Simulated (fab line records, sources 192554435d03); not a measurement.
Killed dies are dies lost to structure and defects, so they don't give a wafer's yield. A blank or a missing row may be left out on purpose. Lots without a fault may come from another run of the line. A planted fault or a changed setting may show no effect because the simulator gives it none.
fab line records | flow n5_finfet
record lots=7 wafers=21
route steps=1938 shown BEOL_M7@1273 BEOL_M8@1335 BEOL_M9@1440
start_h: hours from the record's first day to the start of the lot's first wafer shown | wait_h: hours since the lot's step before | " the same as in the row above | L1.1+2: a row that stands for several wafers | - no value, or no start given | * or withheld: withheld | < > ~ a bound
route shown NAME@n: a module of which the file shows steps, and the number in the route of the first | usual: mean/standard deviation of fault-free wafers | same: alike in all rows | chamber/n: place in a boat | sites: the reading at each site | _std_site: their standard deviation | _edge_site: outer sites' mean less inner sites' | radius_mm: how far each site lies from the wafer's centre | mask NAME#n: copy n | behind: the tool/chamber that last shaped the wafer | hold: why the lot was held/for how many hours/how that ended | device: the transistor (n, p or np) that didn't switch | end of line: the same wafers' tests at the end of the route | a step without rows: its recipe alone | killed: dies lost to structure and defects at the first sort, not the wafer's yield | map: a wafer's dies, x killed, . not, _ none there
set.NAME: the setting as run; set.NAME@STEP: as run at that earlier step | model.NAME: the simulator's own value behind a step, which no gauge read
lots whose settings were changed on purpose; a table a step, a row a wafer
## steps
# step N5_BEOL_M7_EXPOSE_08
# recipe mask_id=M7 na=1.35 source_shape=dipole sigma_inner=0.817 sigma_outer=0.97 polarization=te dose_mj=68.25
# columns lot.wafer tool chamber start_h wait_h mask set.dose_mj
L080.1+2+5 arfi_scanner-03 0 229.92 - M7#0 68.25
L081.3+4+6 arfi_scanner-02 0 234.53 - M7#0 68.25
L084.1+5 arfi_scanner-02 0 262.34 - M7#0 63.95
L084.4 " 0 " " M7#0 68.25
L088.1+2+3 arfi_scanner-01 0 269.64 - M7#0 68.25
L091.1+5 arfi_scanner-02 0 296.87 - M7#0 68.25
L091.6 " 0 " " M7#0 69.65
L093.1+2+5 arfi_scanner-01 0 304.39 - M7#0 68.25
L095.3 arfi_scanner-02 0 325.43 - M7#0 63.95
L095.4+6 " 0 " " M7#0 68.25
# step N5_BEOL_M7_PEB_09
# recipe peb_temp_c=withheld peb_time_s=60 resist=CAR-ArF
# step N5_BEOL_M7_DEVELOP_10
# recipe develop_time_s=30 developer=TMAH resist=CAR-ArF rinse_liquid=diw dry=air_spin dev_temp_c=23
# step N5_BEOL_M7_CD_MEAS_11
# recipe target_cd_nm=38.5 landing_energy_ev=500 detector=se_inlens polarity=opening
# usual cd_nm=38.6/0.52
# columns lot.wafer tool chamber start_h wait_h set.dose_mj@BEOL_M7_EXPOSE_08 cd_nm
L080.1 cd_sem-02 0 230.05 - 68.25 38.7
L080.2 " 0 " " 68.25 39.3
L080.5 " 0 " " 68.25 38.6
L081.3 cd_sem-03 0 234.65 - 68.25 39.4
L081.4 " 0 " " 68.25 38.8
L081.6 " 0 " " 68.25 38.3
L084.1 cd_sem-03 0 262.47 - 63.95 35.7
L084.4 " 0 " " 68.25 38.8
L084.5 " 0 " " 63.95 36.2
L088.1 cd_sem-01 0 269.77 - 68.25 39.3
L088.2 " 0 " " 68.25 38.8
L088.3 " 0 " " 68.25 38.8
L091.1 cd_sem-02 0 297.00 - 68.25 38.6
L091.5 " 0 " " 68.25 38.4
L091.6 " 0 " " 69.65 40.5
L093.1 cd_sem-01 0 304.52 - 68.25 38.8
L093.2 " 0 " " 68.25 38.4
L093.5 " 0 " " 68.25 38.9
L095.3 cd_sem-03 0 325.54 - 63.95 35.5
L095.4 " 0 " " 68.25 38.4
L095.6 " 0 " " 68.25 38.0
# step N5_BEOL_M7_DESCUM_16
# recipe chemistry=O2 time_s=7.9 source_power_w=50 bias_power_w=20 pressure_mtorr=20 rf_frequency_hz=2.712e+07 temp_c=40 resist=CAR-ArF o2_flow_sccm=225
# step N5_BEOL_M7_ETCH_61
# recipe chemistry=CF4 target=SiARC target_depth_a=455 mask_material=CAR-ArF time_s=75.8 ion_energy_ev=80 pressure_mtorr=40 source_w=545 bias_w=36 Ar_flow_sccm=100 cf4_flow_sccm=100 ends=cleared
# columns lot.wafer tool chamber start_h wait_h set.dose_mj@BEOL_M7_EXPOSE_08 model.BEOL_M7.cd_offset_nm
L080.1+5 rie_diel-05 1 230.18 0.0 68.25 0.6
L080.2 " 3 " " 68.25 1
L081.3 rie_diel-01 0 234.77 0.0 68.25 0.8
L081.4+6 " 2,1 " " 68.25 0
L084.1+5 rie_diel-04 1 262.59 0.0 63.95 -2.6
L084.4 " 2 " " 68.25 0.6
L088.1 rie_diel-04 2 269.95 0.0 68.25 1.4
L088.2 " 3 " " 68.25 0.8
L088.3 " 1 " " 68.25 0.2
L091.1 rie_diel-01 2 297.16 0.0 68.25 0.4
L091.5 " 1 " " 68.25 0
L091.6 " 0 " " 69.65 1.8
L093.1 rie_diel-01 2 304.71 0.0 68.25 -0.2
L093.2 " 3 " " 68.25 0
L093.5 " 1 " " 68.25 0.2
L095.3 rie_diel-04 2 325.67 0.0 63.95 -2.8
L095.4 " 0 " " 68.25 0.2
L095.6 " 1 " " 68.25 -0.2
# step N5_BEOL_M7_ETCH_62
# recipe chemistry=N2/H2 target=SOC target_depth_a=1100 overetch_a=220 mask_material=SiARC temp_c=40 time_s=165 ion_energy_ev=200 pressure_mtorr=30 source_w=840 bias_w=150 n2_flow_sccm=200 h2_flow_sccm=200
# columns lot.wafer tool chamber start_h wait_h set.dose_mj@BEOL_M7_EXPOSE_08 model.BEOL_M7.cd_offset_nm
L080.1 rie_diel-05 1 230.23 0.0 68.25 0
L080.2 " 3 " " 68.25 1
L080.5 " 1 " " 68.25 0.2
L081.3 rie_diel-01 0 234.82 0.0 68.25 0.6
L081.4+6 " 2,1 " " 68.25 0
L084.1+5 rie_diel-04 1 262.65 0.0 63.95 -2.8
L084.4 " 2 " " 68.25 0.8
L088.1 rie_diel-04 2 270.00 0.0 68.25 1.6
L088.2 " 3 " " 68.25 1
L088.3 " 1 " " 68.25 0
L091.1 rie_diel-01 2 297.22 0.0 68.25 0.4
L091.5 " 1 " " 68.25 0.2
L091.6 " 0 " " 69.65 1.6
L093.1 rie_diel-01 2 304.77 0.0 68.25 -0.2
L093.2 " 3 " " 68.25 0
L093.5 " 1 " " 68.25 0.2
L095.3 rie_diel-04 2 325.72 0.0 63.95 -2.8
L095.4+6 " 0,1 " " 68.25 0
# step N5_BEOL_M7_STRIP_68
# recipe chemistry=N2/H2 temp_c=40 n2_flow_sccm=200 h2_flow_sccm=200 rf_frequency_hz=6e+07
# step N5_BEOL_M7_STRIP_67
# recipe chemistry=CF4 resist=SiARC power_w=300 bias_power_w=75 pressure_mtorr=50 cf4_flow_sccm=150 rf_frequency_hz=6e+07
# step N5_BEOL_M7_HM_OPEN_17
# recipe chemistry=Cl2/BCl3 target_depth_a=200 overetch_a=60 target=TiN mask_material=SOC ion_energy_ev=150 pressure_mtorr=10 icp_w=1000 bias_w=126 Cl2_flow_sccm=53.25 bcl3_flow_sccm=21.75 Ar_flow_sccm=25
# columns lot.wafer tool chamber start_h wait_h set.dose_mj@BEOL_M7_EXPOSE_08 model.BEOL_M7.cd_offset_nm
L080.1+5 rie_metal-02 0,1 230.42 0.0 68.25 0
L080.2 " 1 " " 68.25 0.8
L081.3 rie_metal-01 0 235.07 0.1 68.25 0.6
L081.4+6 " 0 " " 68.25 0
L084.1+5 rie_metal-01 1,0 262.83 0.0 63.95 -2.8
L084.4 " 1 " " 68.25 1
L088.1 rie_metal-03 0 270.19 0.0 68.25 1.6
L088.2 " 1 " " 68.25 1.2
L088.3 " 1 " " 68.25 0.2
L091.1 rie_metal-02 0 297.40 0.0 68.25 0.4
L091.5 " 0 " " 68.25 0
L091.6 " 0 " " 69.65 1.6
L093.1 rie_metal-03 0 304.96 0.0 68.25 0
L093.2 " 1 " " 68.25 0.2
L093.5 " 0 " " 68.25 0.4
L095.3 rie_metal-01 0 325.94 0.1 63.95 -2.8
L095.4+6 " 1 " " 68.25 0
# step N5_BEOL_M7_STRIP_19
# recipe chemistry=O2 power_w=400 temp_c=40 pressure_mtorr=30 rf_frequency_hz=6e+07 bias_power_w=0 overash_fraction=0.2 o2_flow_sccm=225
# step N5_BEOL_M7_CD_MEAS_18
# recipe pitch_nm=80 target_cd_nm=40
# usual cd_nm=40.2/0.64
# columns lot.wafer tool chamber start_h wait_h set.dose_mj@BEOL_M7_EXPOSE_08 cd_nm
L080.1 cd_sem-02 - 230.60 0.0 68.25 39.9
L080.2 " - " " 68.25 40.7
L080.5 " - " " 68.25 39.9
L081.3 cd_sem-03 - 235.31 0.1 68.25 40.5
L081.4 " - " " 68.25 40.1
L081.6 " - " " 68.25 40.3
L084.1 cd_sem-01 - 263.08 0.0 63.95 37.5
L084.4 " - " " 68.25 40.6
L084.5 " - " " 63.95 37.2
L088.1 cd_sem-02 - 270.44 0.0 68.25 41.7
L088.2 " - " " 68.25 41.0
L088.3 " - " " 68.25 40.4
L091.1 cd_sem-01 - 297.67 0.0 68.25 40.0
L091.5 " - " " 68.25 40.2
L091.6 " - " " 69.65 41.1
L093.1 cd_sem-03 - 305.16 0.0 68.25 40.0
L093.2 " - " " 68.25 40.0
L093.5 " - " " 68.25 40.0
L095.3 cd_sem-01 - 326.40 0.1 63.95 37.3
L095.4 " - " " 68.25 39.9
L095.6 " - " " 68.25 40.0
# step N5_BEOL_M7_COAT_63
# recipe resist=SOC temp_c=250 time_s=60 spin_rpm=1500 resist_thk_nm=60
# step N5_BEOL_M7_COAT_64
# recipe resist=SiARC temp_c=220 time_s=60 spin_rpm=1500 resist_thk_nm=12
# step N5_BEOL_M7_PRECLEAN_42
# recipe chemistry=residue_remover time_s=60 temp_c=40
# step N5_BEOL_M7_SRD_43
# recipe time_s=30 temp_c=23 rinse_liquid=diw dry=ipa_marangoni
# step N5_BEOL_M7_CD_MEAS_35
# recipe target_cd_nm=40 polarity=opening
# usual cd_nm=40.2/0.66
# columns lot.wafer tool chamber start_h wait_h set.dose_mj@BEOL_M7_EXPOSE_08 cd_nm
L080.1 cd_sem-02 - 234.14 0.0 68.25 40.0
L080.2 " - " " 68.25 40.7
L080.5 " - " " 68.25 40.4
L081.3 cd_sem-03 - 238.93 0.0 68.25 40.1
L081.4 " - " " 68.25 39.8
L081.6 " - " " 68.25 39.8
L084.1 cd_sem-03 - 264.94 0.0 63.95 37.3
L084.4 " - " " 68.25 40.9
L084.5 " - " " 63.95 37.1
L088.1 cd_sem-02 - 271.66 0.0 68.25 41.9
L088.2 " - " " 68.25 41.6
L088.3 " - " " 68.25 40.0
L091.1 cd_sem-02 - 299.67 0.0 68.25 40.4
L091.5 " - " " 68.25 40.1
L091.6 " - " " 69.65 41.9
L093.1 cd_sem-03 - 309.05 0.0 68.25 39.9
L093.2 " - " " 68.25 40.2
L093.5 " - " " 68.25 40.5
L095.3 cd_sem-01 - 328.05 0.0 63.95 37.1
L095.4 " - " " 68.25 39.8
L095.6 " - " " 68.25 39.8
# step N5_BEOL_M8_PECVD_70
# recipe material=SiO2 target_thk_a=200 temp_c=400 precursor=TEOS/O2 pressure_torr=5.5 rf_w=450 teos_flow_sccm=53.8 gas=O2 flow_sccm=3000 time_s=22.7
# columns lot.wafer tool chamber start_h wait_h set.temp_c model.SiO2_of_BEOL_M8_PECVD_70.thk_nm
L080.1+5 pecvd-01 2,1 237.35 0.0 400 19.8
L080.2 " 1 " " 400 19.4
L081.3 pecvd-04 2 243.36 0.0 400 19.8
L081.4 " 0 " " 400 20.2
L081.6 " 2 " " 382.5 22.4
L084.1 pecvd-02 2 268.38 0.0 392.2 20.6
L084.4 " 0 " " 400 19.8
L084.5 " 1 " " 400 20.2
L088.1 pecvd-02 2 275.00 0.0 387.7 21.6
L088.2 " 0 " " 400 19.6
L088.3 " 1 " " 400 19.8
L091.1+5 pecvd-02 2,1 302.78 0.0 400 20
L091.6 " 2 " " 400 20.4
L093.1 pecvd-01 2 312.59 0.0 400 19.6
L093.2 " 0 " " 400 19.8
L093.5 " 2 " " 400 20.2
L095.3 pecvd-02 0 331.17 0.0 400 19.4
L095.4 " 2 " " 400 20.2
L095.6 " 0 " " 400 19.8
# step N5_BEOL_M8_EXPOSE_08
# recipe mask_id=M8 na=1.35 source_shape=dipole sigma_inner=0.817 sigma_outer=0.97 polarization=te dose_mj=68.25
# columns lot.wafer tool chamber start_h wait_h mask set.dose_mj
L080.1+2+5 arfi_scanner-01 0 238.56 - M8#0 68.25
L081.3+6 arfi_scanner-03 0 245.11 - M8#0 72.75
L081.4 " 0 " " M8#0 68.25
L084.1+5 arfi_scanner-03 0 269.54 - M8#0 68.25
L084.4 " 0 " " M8#0 64.45
L088.1+3 arfi_scanner-01 0 276.00 - M8#0 68.25
L088.2 " 0 " " M8#0 65.48
L091.1+6 arfi_scanner-02 0 304.37 - M8#0 66.32
L091.5 " 0 " " M8#0 68.25
L093.1+2+5 arfi_scanner-02 0 313.35 - M8#0 68.25
L095.3+6 arfi_scanner-03 0 332.62 - M8#0 68.25
L095.4 " 0 " " M8#0 64.36
# step N5_BEOL_M8_PEB_09
# recipe peb_temp_c=withheld peb_time_s=60 resist=CAR-ArF
# step N5_BEOL_M8_DEVELOP_10
# recipe develop_time_s=30 developer=TMAH resist=CAR-ArF rinse_liquid=diw dry=air_spin dev_temp_c=23
# step N5_BEOL_M8_CD_MEAS_11
# recipe target_cd_nm=38.5 landing_energy_ev=500 detector=se_inlens polarity=opening
# usual cd_nm=39.0/0.65
# columns lot.wafer tool chamber start_h wait_h set.dose_mj@BEOL_M8_EXPOSE_08 cd_nm
L080.1 cd_sem-01 0 238.69 - 68.25 39.9
L080.2 " 0 " " 68.25 39.3
L080.5 " 0 " " 68.25 39.4
L081.3 cd_sem-03 0 245.23 - 72.75 41.6
L081.4 " 0 " " 68.25 38.1
L081.6 " 0 " " 72.75 41.4
L084.1 cd_sem-03 0 269.67 - 68.25 39.4
L084.4 " 0 " " 64.45 37.0
L084.5 " 0 " " 68.25 40.2
L088.1 cd_sem-01 0 276.13 - 68.25 38.4
L088.2 " 0 " " 65.48 36.9
L088.3 " 0 " " 68.25 39.7
L091.1 cd_sem-03 0 304.50 - 66.32 37.5
L091.5 " 0 " " 68.25 39.1
L091.6 " 0 " " 66.32 38.3
L093.1 cd_sem-03 0 313.48 - 68.25 38.6
L093.2 " 0 " " 68.25 38.4
L093.5 " 0 " " 68.25 38.8
L095.3 cd_sem-03 0 332.73 - 68.25 38.3
L095.4 " 0 " " 64.36 37.0
L095.6 " 0 " " 68.25 38.7
# step N5_BEOL_M8_HM_OPEN_17
# recipe chemistry=Cl2/BCl3 target_depth_a=200 overetch_a=60 target=TiN mask_material=SOC ion_energy_ev=150 pressure_mtorr=10 icp_w=1000 bias_w=126 Cl2_flow_sccm=53.25 bcl3_flow_sccm=21.75 Ar_flow_sccm=25
# step N5_BEOL_M8_STRIP_19
# recipe chemistry=O2 power_w=400 temp_c=40 pressure_mtorr=30 rf_frequency_hz=6e+07 bias_power_w=0 overash_fraction=0.2 o2_flow_sccm=225
# step N5_BEOL_M8_CD_MEAS_18
# recipe pitch_nm=80 target_cd_nm=40
# usual cd_nm=40.7/0.7
# columns lot.wafer tool chamber start_h wait_h set.dose_mj@BEOL_M8_EXPOSE_08 cd_nm
L080.1 cd_sem-02 - 239.37 0.0 68.25 41.7
L080.2 " - " " 68.25 40.9
L080.5 " - " " 68.25 41.7
L081.3 cd_sem-01 - 245.80 0.1 72.75 43.3
L081.4 " - " " 68.25 40.3
L081.6 " - " " 72.75 44.0
L084.1 cd_sem-03 - 270.75 0.0 68.25 40.6
L084.4 " - " " 64.45 39.1
L084.5 " - " " 68.25 41.6
L088.1 cd_sem-01 - 277.33 0.0 68.25 40.4
L088.2 " - " " 65.48 38.3
L088.3 " - " " 68.25 40.9
L091.1 cd_sem-01 - 305.14 0.0 66.32 39.0
L091.5 " - " " 68.25 40.5
L091.6 " - " " 66.32 39.7
L093.1 cd_sem-01 - 314.24 0.0 68.25 40.0
L093.2 " - " " 68.25 40.4
L093.5 " - " " 68.25 40.2
L095.3 cd_sem-03 - 334.49 0.1 68.25 40.5
L095.4 " - " " 64.36 38.4
L095.6 " - " " 68.25 40.3
# step N5_BEOL_M8_COAT_63
# recipe resist=SOC temp_c=250 time_s=60 spin_rpm=1500 resist_thk_nm=60
# step N5_BEOL_M8_COAT_64
# recipe resist=SiARC temp_c=220 time_s=60 spin_rpm=1500 resist_thk_nm=12
# step N5_BEOL_M8_PRECLEAN_42
# recipe chemistry=residue_remover time_s=60 temp_c=40
# step N5_BEOL_M8_SRD_43
# recipe time_s=30 temp_c=23 rinse_liquid=diw dry=ipa_marangoni
# step N5_BEOL_M8_CD_MEAS_35
# recipe target_cd_nm=40 polarity=opening
# usual cd_nm=40.7/0.72
# columns lot.wafer tool chamber start_h wait_h set.dose_mj@BEOL_M8_EXPOSE_08 cd_nm
L080.1 cd_sem-03 - 240.97 0.0 68.25 42.0
L080.2 " - " " 68.25 40.7
L080.5 " - " " 68.25 41.3
L081.3 cd_sem-03 - 247.01 0.0 72.75 43.2
L081.4 " - " " 68.25 40.7
L081.6 " - " " 72.75 43.6
L084.1 cd_sem-01 - 271.87 0.0 68.25 40.4
L084.4 " - " " 64.45 39.2
L084.5 " - " " 68.25 42.0
L088.1 cd_sem-03 - 280.39 0.0 68.25 40.7
L088.2 " - " " 65.48 38.4
L088.3 " - " " 68.25 40.8
L091.1 cd_sem-03 - 309.34 0.0 66.32 39.0
L091.5 " - " " 68.25 40.8
L091.6 " - " " 66.32 39.9
L093.1 cd_sem-01 - 316.72 0.0 68.25 40.3
L093.2 " - " " 68.25 40.5
L093.5 " - " " 68.25 40.9
L095.3 cd_sem-01 - 336.87 0.0 68.25 40.5
L095.4 " - " " 64.36 38.7
L095.6 " - " " 68.25 40.5
# step N5_BEOL_M8_DEP_56
# recipe material=SiCN target_thk_a=100 temp_c=withheld precursor=3MS/NH3 pressure_torr=3 rf_w=202 time_s=17.5
# columns lot.wafer tool chamber start_h wait_h set.time_s model.SiCN_of_BEOL_M8_DEP_56.thk_nm
L080.1 pecvd-01 0 243.15 0.0 17.5 10.2
L080.2+5 " 1,0 " " 17.5 10
L081.3+4 pecvd-04 0,1 250.90 0.0 15.43 8.8
L081.6 " 1 " " 15.43 9
L084.1 pecvd-04 0 274.11 0.0 16 9
L084.4 " 1 " " 16 9.2
L084.5 " 1 " " 17.5 10.2
L088.1 pecvd-02 1 283.24 0.0 17.5 9.8
L088.2+3 " 2,0 " " 16.19 9
L091.1 pecvd-04 0 312.30 0.0 17.5 10
L091.5 " 0 " " 15.08 8.6
L091.6 " 2 " " 17.5 10.2
L093.1+2 pecvd-04 2,1 319.67 0.0 17.5 10
L093.5 " 2 " " 17.5 10.2
L095.3 pecvd-04 1 340.80 0.0 19.29 10.8
L095.4 " 1 " " 17.5 10
L095.6 " 2 " " 19.29 11.2
# step N5_BEOL_M9_ETCH_66
# recipe chemistry=N2/H2 target=SOC target_depth_a=800 overetch_a=160 mask_material=SiARC temp_c=40 time_s=120 ion_energy_ev=200 pressure_mtorr=30 source_w=840 bias_w=150 n2_flow_sccm=200 h2_flow_sccm=200
# columns lot.wafer tool chamber start_h wait_h set.time_s model.SiARC_of_BEOL_M9_COAT_64.thk_nm
L080.1+5 rie_diel-05 3,2 246.36 0.0 120 6.6
L080.2 " 0 " " 120 6.2
L081.3+4 rie_diel-05 3,1 254.93 0.0 120 6.6
L081.6 " 2 " " 128.1 6.2
L084.1 rie_diel-01 0 279.47 0.0 120 6.4
L084.4+5 " 3 " " 120 6
L088.1 rie_diel-01 3 291.71 0.0 98.77 7
L088.2 " 0 " " 98.77 7.4
L088.3 " 2 " " 120 6.2
L091.1 rie_diel-05 3 316.00 0.0 145 5.6
L091.5 " 2 " " 120 6.4
L091.6 " 3 " " 120 6.6
L093.1 rie_diel-05 1 324.42 0.0 120 6.8
L093.2 " 0 " " 105.2 7
L093.5 " 2 " " 105.2 7.2
L095.3 rie_diel-05 1 344.61 0.0 120 6.6
L095.4 " 1 " " 132 6.2
L095.6 " 3 " " 132 6
## key
split step=N5_BEOL_M7_EXPOSE_08 setting=dose_mj stated=68.25 by=wafer
response step=N5_BEOL_M7_CD_MEAS_11 reading=cd_nm change=+0.463 per=1% r=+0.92
response step=N5_BEOL_M7_ETCH_61 reading=model.BEOL_M7.cd_offset_nm change=+0.491 per=1% r=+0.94
response step=N5_BEOL_M7_ETCH_62 reading=model.BEOL_M7.cd_offset_nm change=+0.514 per=1% r=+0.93
response step=N5_BEOL_M7_HM_OPEN_17 reading=model.BEOL_M7.cd_offset_nm change=+0.532 per=1% r=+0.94
response step=N5_BEOL_M7_CD_MEAS_18 reading=cd_nm change=+0.476 per=1% r=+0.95
response step=N5_BEOL_M7_CD_MEAS_35 reading=cd_nm change=+0.529 per=1% r=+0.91
split step=N5_BEOL_M8_PECVD_70 setting=temp_c stated=400 by=wafer
response step=N5_BEOL_M8_PECVD_70 reading=model.SiO2_of_BEOL_M8_PECVD_70.thk_nm change=-0.541 per=1% r=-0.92
split step=N5_BEOL_M8_EXPOSE_08 setting=dose_mj stated=68.25 by=wafer
response step=N5_BEOL_M8_CD_MEAS_11 reading=cd_nm change=+0.445 per=1% r=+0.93
response step=N5_BEOL_M8_CD_MEAS_18 reading=cd_nm change=+0.439 per=1% r=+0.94
response step=N5_BEOL_M8_CD_MEAS_35 reading=cd_nm change=+0.401 per=1% r=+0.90
split step=N5_BEOL_M8_DEP_56 setting=time_s stated=17.5 by=wafer
response step=N5_BEOL_M8_DEP_56 reading=model.SiCN_of_BEOL_M8_DEP_56.thk_nm change=+0.109 per=1% r=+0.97
split step=N5_BEOL_M9_ETCH_66 setting=time_s stated=120 by=wafer
response step=N5_BEOL_M9_ETCH_66 reading=model.SiARC_of_BEOL_M9_COAT_64.thk_nm change=-0.0458 per=1% r=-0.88
